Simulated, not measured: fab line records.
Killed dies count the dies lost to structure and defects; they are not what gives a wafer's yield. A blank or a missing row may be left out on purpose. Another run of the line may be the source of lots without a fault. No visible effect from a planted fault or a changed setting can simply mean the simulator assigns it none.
Matching of chambers    flow n5_finfet    N5_HKMG_FIN_DESCUM_17 on rie_diel-02 has 4 sister chambers
The step chemistry O2, time 7.9 s. 7 wafers are shown with their chamber, then 7 later ones without.

## WAFERS, EACH WITH ITS CHAMBER
wafer   chamber  throttle_valve_pct (%)  rf_vpp_V (V)
L080.1  1        20.26                   241.4
L086.5  3        20.13                   246.0
L088.1  3        20.15                   246.4
L088.3  2        20.56                   242.7
L088.4  0        20.69                   241.0
L092.1  2        20.58                   243.7
L092.4  0        20.27                   245.1

## WAFERS WITHOUT THEIR CHAMBER
wafer   throttle_valve_pct (%)  rf_vpp_V (V)
L092.6  20.28                   242.9
L095.1  20.60                   243.0
L095.2  20.16                   245.4
L095.4  20.28                   246.1
L097.1  20.30                   242.7
L097.2  20.29                   246.2
L097.5  20.61                   243.6

## EACH ONE'S CHAMBER
wafer   from the rows above                in truth
L092.6  can't be placed: 1 or 0 or 2 or 3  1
L095.1  can't be placed: 2 or 0 or 1       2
L095.2  can't be placed: 3 or 0 or 1       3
L095.4  can't be placed: 3 or 0 or 2 or 1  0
L097.1  can't be placed: 1 or 0 or 2 or 3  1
L097.2  can't be placed: 3 or 0 or 2 or 1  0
L097.5  can't be placed: 2 or 0            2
Correctly placed: 0 of 7. These rows do not allow placing 7 (true chamber among the candidates in 7). Placed wrongly: 0.
How it was worked out, from the rows above alone: a wafer's distance from a chamber is the root of the sum, over the readings, of the square of ((its reading less the chamber's mean) divided by the reading's scatter). The wafer belongs to the nearest chamber; if the next one is less than 2 further off, it can't be placed. A chamber's mean is the mean of its shown wafers. The scatter: take each reading less its chamber's mean, square it, sum over the shown wafers, divide by the number of wafers less the number of chambers, and take the root.
